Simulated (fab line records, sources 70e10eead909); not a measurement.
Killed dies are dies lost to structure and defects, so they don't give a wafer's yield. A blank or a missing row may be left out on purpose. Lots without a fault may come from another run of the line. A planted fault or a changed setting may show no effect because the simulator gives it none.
fab line records | flow nand_harc
record lots=12 wafers=36 last_day=33
route steps=1302 shown P_ZERO_WELL@16 P_STI@88 P_GATE@122
lots that met no fault: from a run of the same line without faults
start_h: hours from the record's first day to the start of the lot's first wafer shown | wait_h: hours since the lot's step before | " the same as in the row above | L1.1+2: a row that stands for several wafers | - no value, or no start given | * or withheld: withheld | < > ~ a bound
route shown NAME@n: a module of which the file shows steps, and the number in the route of the first | usual: mean/standard deviation of fault-free wafers | same: alike in all rows | chamber/n: place in a boat | sites: the reading at each site | _std_site: their standard deviation | _edge_site: outer sites' mean less inner sites' | radius_mm: how far each site lies from the wafer's centre | mask NAME#n: copy n | behind: the tool/chamber that last shaped the wafer | hold: why the lot was held/for how many hours/how that ended | device: the transistor (n, p or np) that didn't switch | end of line: the same wafers' tests at the end of the route | a step without rows: its recipe alone | killed: dies lost to structure and defects at the first sort, not the wafer's yield | map: a wafer's dies, x killed, . not, _ none there
set.NAME: the setting as run; set.NAME@STEP: as run at that earlier step | model.NAME: the simulator's own value behind a step, which no gauge read
steps of the route over a sample of lots; a table a step, a row a wafer
services: from which hour (start_h, from the record's first day; less than 0 if before it) a tool's chamber was out of use, for how many hours, and why
## steps
# step NHARC_P_ZERO_WELL_DESCUM_13
# recipe time_s=3 o2_flow_sccm=200 ar_flow_sccm=0 bias_power_w=0 chemistry=O2
# usual drypump_motor_current_A=6.0/0.57 o2_flow_sccm=200.0/0.54 oes_product_au=1.001/0.0078 rf_vpp_V=57.8/0.91 showerhead_plenum_p_Torr=1.92/0.081 throttle_valve_pct=11.310/0.009
# columns lot.wafer tool chamber start_h wait_h drypump_motor_current_A o2_flow_sccm oes_product_au rf_hours_counter_h rf_vpp_V showerhead_plenum_p_Torr throttle_valve_pct
L844.1 rie_diel-05 3 21.40 - 6.1 200.1 1.016 36 58.2 1.95 11.300
L844.2 " 2 " " 6.1 199.2 1.000 47 58.1 1.89 11.314
L844.5 " 0 " " 6.4 199.2 1.002 - 58.2 1.77 11.311
L845.3 rie_diel-13 0 31.60 - 6.4 200.0 1.010 9 59.0 1.89 11.311
L845.1 " 1 " " 6.6 199.8 1.004 10 59.8 2.01 11.314
L845.2 " 2 " " 4.8 200.3 0.995 11 57.8 1.88 11.300
L848.1 rie_diel-13 2 61.39 - 4.8 199.4 0.997 22 58.2 1.87 11.316
L848.3 " 1 " " 6.6 199.5 0.997 18 57.5 2.00 11.319
L848.5 " 2 " " 4.8 199.7 1.004 - 58.2 1.87 11.310
L850.4 rie_diel-13 0 81.28 - 6.5 199.2 1.005 24 57.9 1.88 11.305
L850.2 " 1 " " 6.6 200.5 1.000 26 57.4 2.00 11.301
L850.5 " 1 " " 6.6 199.7 0.998 - 56.5 2.00 11.308
L851.3 rie_diel-13 2 91.41 - 4.8 199.7 1.003 35 57.1 1.87 11.302
L851.2 " 0 " " 6.5 200.2 1.010 26 56.6 1.88 11.301
L851.6 " 1 " " 6.5 200.9 1.002 - 58.5 2.00 11.294
L860.1 rie_diel-13 2 181.42 - 4.8 200.2 0.987 1 57.4 1.86 11.315
L860.4 " 3 " " 5.7 198.5 1.010 1 55.7 1.79 11.311
L860.5 " 1 " " 6.6 200.2 1.009 - 57.8 1.99 11.317
L861.1 rie_diel-13 3 191.40 - 5.7 200.3 1.005 2 57.5 1.79 11.300
L861.4 " 1 " " 6.6 199.2 1.007 3 59.1 1.99 11.331
L861.6 " 2 " " 4.8 200.0 0.995 - 57.4 1.86 11.302
L863.1 rie_diel-05 0 211.41 - 6.4 198.9 0.989 50 57.3 2.06 11.307
L863.6 " 3 " " 6.1 200.2 1.015 - 56.8 1.93 11.318
L863.5 " 0 " " 6.4 200.2 0.992 - 58.2 2.06 11.311
L864.1 rie_diel-13 2 221.41 - 4.8 200.7 1.006 8 59.0 1.86 11.313
L864.5 " 1 " " 6.6 199.7 1.011 - 57.7 1.98 11.322
L864.4 " 0 " " 6.5 200.6 1.001 - 58.3 1.87 11.304
L865.4 rie_diel-13 3 231.40 - 5.7 199.5 1.004 14 56.9 1.79 11.310
L865.1 " 1 " " 6.6 199.3 1.011 15 58.6 1.98 11.324
L865.2 " 2 " " 4.8 200.6 1.017 10 57.2 1.86 11.307
L866.4 rie_diel-13 3 241.40 - 5.7 199.7 1.005 19 56.9 1.79 11.318
L866.2 " 0 " " 6.5 200.0 0.998 21 57.1 1.87 11.303
L866.6 " 0 " " 6.5 199.7 1.008 - 59.4 1.87 11.320
L867.2 rie_diel-05 0 251.69 - 6.4 199.6 0.986 3 58.8 2.06 11.310
L867.6 " 0 " " 6.4 199.9 0.989 - 58.2 2.05 11.319
L867.5 " 1 " " 5.5 199.7 0.988 - 57.3 1.92 11.317
# step NHARC_P_ZERO_WELL_IMPLANT_40
# recipe energy_kev=300 dose_cm2=1e+13 tilt_deg=7
# usual dose_ions_cm2=9.998e+12/1.1e+10 faraday_current_uA=127.0/2.3
# columns lot.wafer tool chamber start_h wait_h dose_ions_cm2 faraday_current_uA
L844.1 implanter-01 0 24.46 0.1 1.001e+13 125.8
L844.2 " 0 " " 1.0016e+13 126.5
L844.5 " 0 " " 1.0005e+13 128.7
L845.1 implanter-02 0 34.47 0.1 1.0004e+13 127.4
L845.2 " 0 " " 1.0011e+13 131.7
L845.3 " 0 " " 9.992e+12 124.2
L848.1 implanter-01 0 64.53 0.1 1.0006e+13 126.6
L848.3 " 0 " " 9.99e+12 128.5
L848.5 " 0 " " 9.992e+12 127.5
L850.2 implanter-01 0 84.32 0.2 6.665e+12 83.5
L850.4 " 0 " " 6.685e+12 82.4
L850.5 " 0 " " 6.649e+12 83.5
L851.2 implanter-01 0 94.31 0.2 6.678e+12 82.7
L851.3 " 0 " " 6.682e+12 85.3
L851.6 " 0 " " 6.677e+12 86.0
L860.1 implanter-02 0 184.52 0.1 9.988e+12 127.2
L860.4 " 0 " " 1.0005e+13 130.7
L860.5 " 0 " " 1.0016e+13 123.3
L861.1 implanter-01 0 194.41 0.2 9.989e+12 124.7
L861.4 " 0 " " 1.0007e+13 127.2
L861.6 " 0 " " 9.996e+12 125.1
L863.1 implanter-01 0 214.27 0.1 9.999e+12 130.4
L863.5 " 0 " " 1.0007e+13 126.7
L863.6 " 0 " " 1.0018e+13 126.9
L864.1 implanter-01 0 224.58 0.1 1.001e+13 125.7
L864.4 " 0 " " 9.983e+12 130.1
L864.5 " 0 " " 9.992e+12 125.4
L865.1 implanter-01 0 234.54 0.1 9.993e+12 128.5
L865.2 " 0 " " 9.995e+12 128.4
L865.4 " 0 " " 9.982e+12 127.5
L866.2 implanter-02 0 244.48 0.2 9.999e+12 128.7
L866.4 " 0 " " 9.995e+12 126.6
L866.6 " 0 " " 9.97e+12 129.4
L867.2 implanter-02 0 254.63 0.2 1.0001e+13 130.7
L867.5 " 0 " " 1.0014e+13 128.7
L867.6 " 0 " " 9.976e+12 126.0
# step NHARC_P_STI_ETCH_42
# recipe target_depth_a=800 overetch_a=240 time_s=61 ion_energy_ev=200 n2_flow_sccm=150 h2_flow_sccm=150 ar_flow_sccm=0 rf_w=400 bias_w=150 chemistry=N2/H2
# usual drypump_motor_current_A=5.8/0.42 oes_product_au=0.999/0.0083 rf_vpp_V=429.9/2.2 showerhead_plenum_p_Torr=2.02/0.069 throttle_valve_pct=14.171/0.0093
# columns lot.wafer tool chamber start_h wait_h drypump_motor_current_A oes_product_au rf_hours_counter_h rf_vpp_V showerhead_plenum_p_Torr throttle_valve_pct
L844.2 rie_diel-11 3 47.40 0.1 5.9 0.998 14 433.4 2.12 14.165
L844.1 " 0 " " 6.4 0.988 12 432.3 2.06 14.168
L844.5 " 1 " " 5.5 0.997 - 431.0 2.05 14.167
L845.3 rie_diel-09 3 55.02 0.1 6.5 0.992 3 427.4 1.91 14.190
L845.2 " 0 " " 6.4 0.993 4 431.5 2.12 14.166
L845.1 " 1 " " 5.8 0.997 4 428.5 1.98 14.168
L848.3 rie_diel-09 1 82.74 0.1 5.8 1.003 5 428.7 1.98 14.183
L848.1 " 2 " " 5.2 0.998 5 428.6 1.97 14.168
L848.5 " 0 " " 6.4 1.005 - 431.6 2.12 14.177
L850.2 rie_diel-11 1 104.19 0.1 5.5 1.012 2 431.5 2.05 14.167
L850.4 " 2 " " 5.8 1.001 1 430.3 2.00 14.185
L850.5 " 2 " " 5.8 0.997 - 430.2 2.00 14.148
L851.3 rie_diel-09 3 114.58 0.1 6.5 0.987 6 425.3 1.91 14.162
L851.2 " 1 " " 5.8 0.991 7 428.9 1.98 14.164
L851.6 " 0 " " 6.4 1.004 - 432.1 2.12 14.179
L860.1 rie_diel-08 3 204.70 0.1 5.6 1.000 1 428.8 2.00 14.173
L860.4 " 0 " " 5.0 1.002 1 431.9 2.08 14.165
L860.5 " 0 " " 5.0 1.011 - 431.6 2.08 14.174
L861.4 rie_diel-08 0 212.75 0.1 5.1 1.002 1 431.8 2.08 14.175
L861.1 " 2 " " 6.0 0.990 0 429.7 2.05 14.166
L861.6 " 0 " " 5.1 1.001 - 430.0 2.08 14.155
L863.1 rie_diel-11 3 236.07 0.1 5.9 1.010 13 431.6 2.12 14.176
L863.6 " 3 " " 5.9 1.013 - 432.2 2.12 14.180
L863.5 " 0 " " 6.4 0.999 - 428.6 2.06 14.154
L864.4 rie_diel-08 3 247.09 0.1 5.6 1.003 4 429.0 2.00 14.166
L864.1 " 1 " " 5.7 1.005 3 425.7 1.90 14.161
L864.5 " 3 " " 5.6 1.009 - 428.2 2.00 14.165
L865.4 rie_diel-08 0 253.17 0.1 5.1 1.003 4 431.1 2.08 14.177
L865.1 " 1 " " 5.7 1.003 3 426.1 1.90 14.178
L865.2 " 2 " " 6.0 1.005 4 431.6 2.04 14.182
L866.2 rie_diel-09 2 262.69 0.1 5.2 1.014 5 428.6 1.97 14.174
L866.4 " 3 " " 6.5 1.009 4 427.7 1.91 14.164
L866.6 " 3 " " 6.5 1.005 - 427.0 1.91 14.175
L867.2 rie_diel-11 2 273.65 0.1 5.8 0.980 0 429.1 1.99 14.172
L867.5 " 0 " " 6.4 0.993 - 432.1 2.06 14.164
L867.6 " 1 " " 5.5 1.005 - 429.4 2.04 14.178
# step NHARC_P_GATE_CD_MEAS_11
# recipe target_cd_nm=1640 landing_energy_ev=500
# usual cd_nm=1640.2/1.3
# columns lot.wafer tool chamber start_h wait_h cd_nm
L844.1 cd_sem-02 0 83.75 - 1641.5
L844.2 " 0 " " 1640.8
L844.5 " 0 " " 1641.9
L845.1 cd_sem-02 0 89.11 - 1636.7
L845.2 " 0 " " 1638.6
L845.3 " 0 " " 1636.6
L848.1 cd_sem-02 0 118.79 - 1640.3
L848.3 " 0 " " 1640.5
L848.5 " 0 " " 1637.4
L850.2 cd_sem-03 0 140.44 - 1640.6
L850.4 " 0 " " 1641.0
L850.5 " 0 " " 1640.0
L851.2 cd_sem-01 0 152.67 - 1639.9
L851.3 " 0 " " 1639.1
L851.6 " 0 " " 1640.0
L860.1 cd_sem-01 0 241.11 - 1638.6
L860.4 " 0 " " 1638.7
L860.5 " 0 " " 1637.6
L861.1 cd_sem-02 0 250.26 - 1641.3
L861.4 " 0 " " 1641.1
L861.6 " 0 " " 1640.5
L863.1 cd_sem-03 0 267.41 - 1641.8
L863.5 " 0 " " 1642.5
L863.6 " 0 " " 1642.0
L864.1 cd_sem-01 0 288.78 - 1639.2
L864.4 " 0 " " 1639.1
L864.5 " 0 " " 1638.1
L865.1 cd_sem-03 0 293.25 - 1641.4
L865.2 " 0 " " 1640.4
L865.4 " 0 " " 1639.7
L867.2 cd_sem-01 0 307.89 - 1640.1
L867.5 " 0 " " 1639.9
L867.6 " 0 " " 1639.2
L866.2 cd_sem-03 0 307.93 - 1640.8
L866.4 " 0 " " 1642.4
L866.6 " 0 " " 1641.8
## services
# columns tool chamber start_h hours kind
rie_diel-09 3 10.84 14.6 repair
rie_diel-08 - 13.80 9.0 pm
rie_diel-13 1 14.07 4.8 repair
implanter-02 - 23.79 5.5 repair
rie_diel-08 1 36.13 18.0 repair
rie_diel-09 - 47.12 6.4 repair
rie_diel-08 3 78.03 8.1 repair
rie_diel-11 - 78.50 9.0 pm
rie_diel-09 3 89.55 2.9 repair
rie_diel-13 3 105.54 10.1 repair
implanter-01 - 110.50 1.7 repair
rie_diel-09 2 127.64 3.1 repair
rie_diel-08 1 128.85 6.0 repair
rie_diel-13 0 129.22 1.6 repair
implanter-01 - 135.26 2.0 repair
rie_diel-09 2 137.26 3.3 repair
implanter-02 - 138.61 3.3 repair
rie_diel-08 0 141.73 14.4 repair
rie_diel-13 - 167.54 9.0 pm
implanter-01 - 188.09 2.0 repair
rie_diel-13 2 197.28 7.4 repair
rie_diel-13 3 219.62 10.5 repair
implanter-01 - 241.58 3.8 repair
rie_diel-13 - 256.49 0.2 repair
## key
first_sign step=NHARC_P_ZERO_WELL_IMPLANT_40 reading=dose_ions_cm2 direction=down sigmas=99+ usual=9.998e+12 struck=6.673e+12
effect step=NHARC_P_ZERO_WELL_IMPLANT_40 reading=faraday_current_uA direction=down sigmas=18 usual=127.0 struck=83.9
met_at NHARC_P_ZERO_WELL_IMPLANT_40
struck_lots L850,L851
tester_left_out L850,L851
not_acting_at NHARC_P_ZERO_WELL_DESCUM_13,NHARC_P_STI_ETCH_42,NHARC_P_GATE_CD_MEAS_11
onset_between 64.53 84.32
fault kind=process_parameter_drift tool=implanter-01 chamber=- onset_h=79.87 steps=NHARC_P_ZERO_WELL_IMPLANT_40 channel=dose_cm2 offset=-3.3173e+12 shape=step end_h=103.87 acts_in=these_recipes_only stated=1e+13
# tester_left_out: of these lots the tester's yield and bins aren't shown, on N5 and GAA mostly nor the transistor test; their killed dies are dies lost to structure and defects alone, not to doping, threshold or leakage, so they don't give the yield
